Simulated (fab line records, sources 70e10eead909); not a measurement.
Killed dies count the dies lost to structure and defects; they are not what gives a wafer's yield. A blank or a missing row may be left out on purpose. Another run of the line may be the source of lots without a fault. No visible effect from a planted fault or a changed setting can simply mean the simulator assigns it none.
Matching of chambers || flow nand-harc || NHARC_P_M2_ETCH_35 on rie-diel-09: 4 sister chambers
The step etches the open film in N2/H2, target depth 40 nm, overetch 12 nm, time 43.94 s. 42 wafers are shown with their chamber, then 12 later ones without.

WAFERS PAIRED WITH THEIR CHAMBERS
{"wafer": "L075.2", "chamber": 2, "drypump-motor-current-A (A)": 5.6, "rf-vpp-V (V)": 428.0, "oes-product-au (a.u.)": 0.992}
{"wafer": "L075.5", "chamber": 2, "drypump-motor-current-A (A)": 5.6, "rf-vpp-V (V)": 428.3, "oes-product-au (a.u.)": 0.995}
{"wafer": "L075.6", "chamber": 3, "drypump-motor-current-A (A)": 5.5, "rf-vpp-V (V)": 426.6, "oes-product-au (a.u.)": 0.995}
{"wafer": "L076.1", "chamber": 2, "drypump-motor-current-A (A)": 5.6, "rf-vpp-V (V)": 425.7, "oes-product-au (a.u.)": 1.012}
{"wafer": "L076.2", "chamber": 3, "drypump-motor-current-A (A)": 5.5, "rf-vpp-V (V)": 426.5, "oes-product-au (a.u.)": 0.997}
{"wafer": "L076.6", "chamber": 3, "drypump-motor-current-A (A)": 5.5, "rf-vpp-V (V)": 426.2, "oes-product-au (a.u.)": 0.996}
{"wafer": "L078.1", "chamber": 3, "drypump-motor-current-A (A)": 5.5, "rf-vpp-V (V)": 426.2, "oes-product-au (a.u.)": 0.999}
{"wafer": "L078.2", "chamber": 0, "drypump-motor-current-A (A)": 5.8, "rf-vpp-V (V)": 429.4, "oes-product-au (a.u.)": 0.986}
{"wafer": "L078.3", "chamber": 2, "drypump-motor-current-A (A)": 5.6, "rf-vpp-V (V)": 428.1, "oes-product-au (a.u.)": 0.987}
{"wafer": "L080.1", "chamber": 0, "drypump-motor-current-A (A)": 5.8, "rf-vpp-V (V)": 428.8, "oes-product-au (a.u.)": 1.004}
{"wafer": "L080.2", "chamber": 2, "drypump-motor-current-A (A)": 5.6, "rf-vpp-V (V)": 427.5, "oes-product-au (a.u.)": 1.000}
{"wafer": "L080.6", "chamber": 2, "drypump-motor-current-A (A)": 5.6, "rf-vpp-V (V)": 426.4, "oes-product-au (a.u.)": 1.005}
{"wafer": "L081.2", "chamber": 1, "drypump-motor-current-A (A)": 6.0, "rf-vpp-V (V)": 434.9, "oes-product-au (a.u.)": 0.997}
{"wafer": "L081.3", "chamber": 2, "drypump-motor-current-A (A)": 5.6, "rf-vpp-V (V)": 428.3, "oes-product-au (a.u.)": 0.994}
{"wafer": "L081.5", "chamber": 3, "drypump-motor-current-A (A)": 5.5, "rf-vpp-V (V)": 426.8, "oes-product-au (a.u.)": 0.996}
{"wafer": "L082.2", "chamber": 1, "drypump-motor-current-A (A)": 5.9, "rf-vpp-V (V)": 434.1, "oes-product-au (a.u.)": 1.004}
{"wafer": "L082.3", "chamber": 3, "drypump-motor-current-A (A)": 5.5, "rf-vpp-V (V)": 426.9, "oes-product-au (a.u.)": 1.004}
{"wafer": "L082.5", "chamber": 0, "drypump-motor-current-A (A)": 5.8, "rf-vpp-V (V)": 429.8, "oes-product-au (a.u.)": 0.992}
{"wafer": "L083.2", "chamber": 2, "drypump-motor-current-A (A)": 5.6, "rf-vpp-V (V)": 427.2, "oes-product-au (a.u.)": 0.997}
{"wafer": "L083.3", "chamber": 3, "drypump-motor-current-A (A)": 5.4, "rf-vpp-V (V)": 427.4, "oes-product-au (a.u.)": 0.999}
{"wafer": "L083.4", "chamber": 0, "drypump-motor-current-A (A)": 5.8, "rf-vpp-V (V)": 429.2, "oes-product-au (a.u.)": 0.989}
{"wafer": "L084.1", "chamber": 3, "drypump-motor-current-A (A)": 5.5, "rf-vpp-V (V)": 426.5, "oes-product-au (a.u.)": 0.992}
{"wafer": "L084.2", "chamber": 2, "drypump-motor-current-A (A)": 5.6, "rf-vpp-V (V)": 428.3, "oes-product-au (a.u.)": 0.994}
{"wafer": "L084.6", "chamber": 1, "drypump-motor-current-A (A)": 5.9, "rf-vpp-V (V)": 432.6, "oes-product-au (a.u.)": 1.001}
{"wafer": "L088.4", "chamber": 1, "drypump-motor-current-A (A)": 5.9, "rf-vpp-V (V)": 433.5, "oes-product-au (a.u.)": 0.998}
{"wafer": "L088.5", "chamber": 3, "drypump-motor-current-A (A)": 5.5, "rf-vpp-V (V)": 426.2, "oes-product-au (a.u.)": 1.001}
{"wafer": "L088.6", "chamber": 2, "drypump-motor-current-A (A)": 5.6, "rf-vpp-V (V)": 428.3, "oes-product-au (a.u.)": 0.994}
{"wafer": "L085.2", "chamber": 2, "drypump-motor-current-A (A)": 5.6, "rf-vpp-V (V)": 429.0, "oes-product-au (a.u.)": 0.996}
{"wafer": "L085.3", "chamber": 3, "drypump-motor-current-A (A)": 5.5, "rf-vpp-V (V)": 425.8, "oes-product-au (a.u.)": 0.995}
{"wafer": "L085.5", "chamber": 3, "drypump-motor-current-A (A)": 5.5, "rf-vpp-V (V)": 426.3, "oes-product-au (a.u.)": 0.992}
{"wafer": "L086.3", "chamber": 2, "drypump-motor-current-A (A)": 5.6, "rf-vpp-V (V)": 428.6, "oes-product-au (a.u.)": 0.999}
{"wafer": "L086.5", "chamber": 3, "drypump-motor-current-A (A)": 5.5, "rf-vpp-V (V)": 427.2, "oes-product-au (a.u.)": 1.003}
{"wafer": "L086.6", "chamber": 2, "drypump-motor-current-A (A)": 5.6, "rf-vpp-V (V)": 428.8, "oes-product-au (a.u.)": 0.989}
{"wafer": "L090.1", "chamber": 3, "drypump-motor-current-A (A)": 5.5, "rf-vpp-V (V)": 426.0, "oes-product-au (a.u.)": 0.995}
{"wafer": "L090.5", "chamber": 3, "drypump-motor-current-A (A)": 5.5, "rf-vpp-V (V)": 424.6, "oes-product-au (a.u.)": 0.995}
{"wafer": "L090.6", "chamber": 0, "drypump-motor-current-A (A)": 5.8, "rf-vpp-V (V)": 430.6, "oes-product-au (a.u.)": 0.990}
{"wafer": "L089.1", "chamber": 2, "drypump-motor-current-A (A)": 5.6, "rf-vpp-V (V)": 428.1, "oes-product-au (a.u.)": 1.003}
{"wafer": "L089.2", "chamber": 1, "drypump-motor-current-A (A)": 6.0, "rf-vpp-V (V)": 434.2, "oes-product-au (a.u.)": 1.004}
{"wafer": "L089.3", "chamber": 3, "drypump-motor-current-A (A)": 5.5, "rf-vpp-V (V)": 425.4, "oes-product-au (a.u.)": 1.009}
{"wafer": "L091.2", "chamber": 3, "drypump-motor-current-A (A)": 5.5, "rf-vpp-V (V)": 427.1, "oes-product-au (a.u.)": 0.984}
{"wafer": "L091.5", "chamber": 3, "drypump-motor-current-A (A)": 5.5, "rf-vpp-V (V)": 428.7, "oes-product-au (a.u.)": 0.997}
{"wafer": "L091.6", "chamber": 0, "drypump-motor-current-A (A)": 5.8, "rf-vpp-V (V)": 429.4, "oes-product-au (a.u.)": 0.999}

SIGNATURES (averages over the wafers above)
{"reading": "drypump-motor-current-A", "chamber 0": 5.800, "chamber 1": 5.940, "chamber 2": 5.600, "chamber 3": 5.494, "scatter within a chamber": 0.0237}
{"reading": "rf-vpp-V", "chamber 0": 429.533, "chamber 1": 433.860, "chamber 2": 427.900, "chamber 3": 426.494, "scatter within a chamber": 0.866}
{"reading": "oes-product-au", "chamber 0": 0.99333, "chamber 1": 1.00080, "chamber 2": 0.99693, "chamber 3": 0.99700, "scatter within a chamber": 0.0059}
Rule: distance of a wafer from a chamber = root of the sum over the readings of ((wafer's reading minus chamber's mean) / reading's scatter) squared. If the next closest chamber is less than 2 further off than the closest, the wafer can't be placed; otherwise it belongs to the closest. The scatter: take each reading less its chamber's mean, square it, sum over the shown wafers, divide by the number of wafers less the number of chambers, and take the root.

WAFERS WHOSE CHAMBER IS MISSING
{"wafer": "L094.2", "drypump-motor-current-A (A)": 5.5, "rf-vpp-V (V)": 425.8, "oes-product-au (a.u.)": 1.002}
{"wafer": "L094.3", "drypump-motor-current-A (A)": 5.6, "rf-vpp-V (V)": 428.2, "oes-product-au (a.u.)": 0.999}
{"wafer": "L094.6", "drypump-motor-current-A (A)": 5.8, "rf-vpp-V (V)": 429.8, "oes-product-au (a.u.)": 1.009}
{"wafer": "L092.1", "drypump-motor-current-A (A)": 5.6, "rf-vpp-V (V)": 427.3, "oes-product-au (a.u.)": 0.983}
{"wafer": "L092.2", "drypump-motor-current-A (A)": 5.8, "rf-vpp-V (V)": 430.3, "oes-product-au (a.u.)": 1.000}
{"wafer": "L092.4", "drypump-motor-current-A (A)": 5.5, "rf-vpp-V (V)": 426.4, "oes-product-au (a.u.)": 0.998}
{"wafer": "L093.3", "drypump-motor-current-A (A)": 5.6, "rf-vpp-V (V)": 427.3, "oes-product-au (a.u.)": 0.992}
{"wafer": "L093.5", "drypump-motor-current-A (A)": 5.5, "rf-vpp-V (V)": 426.9, "oes-product-au (a.u.)": 1.006}
{"wafer": "L093.6", "drypump-motor-current-A (A)": 5.8, "rf-vpp-V (V)": 431.7, "oes-product-au (a.u.)": 0.991}
{"wafer": "L095.1", "drypump-motor-current-A (A)": 5.8, "rf-vpp-V (V)": 430.3, "oes-product-au (a.u.)": 1.008}
{"wafer": "L095.2", "drypump-motor-current-A (A)": 5.6, "rf-vpp-V (V)": 428.3, "oes-product-au (a.u.)": 1.002}
{"wafer": "L095.5", "drypump-motor-current-A (A)": 5.8, "rf-vpp-V (V)": 428.1, "oes-product-au (a.u.)": 1.001}

CHAMBER TAKEN BY EACH
{"wafer": "L094.2", "from the rows above": 3, "in truth": 3}
{"wafer": "L094.3", "from the rows above": 2, "in truth": 2}
{"wafer": "L094.6", "from the rows above": 0, "in truth": 0}
{"wafer": "L092.1", "from the rows above": 2, "in truth": 2}
{"wafer": "L092.2", "from the rows above": 0, "in truth": 0}
{"wafer": "L092.4", "from the rows above": 3, "in truth": 3}
{"wafer": "L093.3", "from the rows above": 2, "in truth": 2}
{"wafer": "L093.5", "from the rows above": 3, "in truth": 3}
{"wafer": "L093.6", "from the rows above": 0, "in truth": 0}
{"wafer": "L095.1", "from the rows above": 0, "in truth": 0}
{"wafer": "L095.2", "from the rows above": 2, "in truth": 2}
{"wafer": "L095.5", "from the rows above": 0, "in truth": 0}
Correctly placed: 12 of 12. Not placeable from these rows: 0. 0 placed wrongly.
